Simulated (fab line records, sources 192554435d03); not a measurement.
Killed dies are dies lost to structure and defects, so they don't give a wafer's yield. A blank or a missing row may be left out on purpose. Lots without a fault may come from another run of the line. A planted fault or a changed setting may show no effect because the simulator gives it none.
Chamber matching | flow n5_finfet | N5_FIN_SAQP_HM_DEP_72 on pecvd-03: 3 sister chambers
The step deposits SiO2 from SiH4/N2O, target thk 12 nm, time 7.2 s. 3 wafers are shown with their chamber, then 8 later ones without.

WAFERS WITH THEIR CHAMBER
wafer  | chamber | showerhead_plenum_p_Torr (Torr)
L091.4 | 2       | 8.08
L091.6 | 0       | 8.28
L092.2 | 1       | 7.97

WAFERS WITHOUT THEIR CHAMBER
wafer  | showerhead_plenum_p_Torr (Torr)
L092.3 | 8.07
L092.5 | 8.25
L095.1 | 8.05
L095.2 | 8.26
L095.3 | 7.99
L097.1 | 8.00
L097.3 | 8.08
L097.4 | 8.26

WHICH CHAMBER EACH WENT THROUGH
wafer  | from the rows above | in truth
L092.3 | 2                   | 2
L092.5 | 0                   | 0
L095.1 | 2                   | 2
L095.2 | 0                   | 0
L095.3 | 1                   | 1
L097.1 | 1                   | 1
L097.3 | 2                   | 2
L097.4 | 0                   | 0
Placed correctly: 8 of 8. Can't be placed from these rows: 0. Placed wrongly: 0.
How it was worked out, from the rows above alone: a wafer's distance from a chamber is the root of the sum, over the readings, of the square of ((its reading less the chamber's mean) divided by the reading's scatter). The wafer belongs to the nearest chamber; if the next one is less than 2 further off, it can't be placed. A chamber's mean is the mean of its shown wafers. The scatter: with one shown wafer a chamber, the root of the mean of the squares of how far each hidden wafer lies from its nearest shown one.
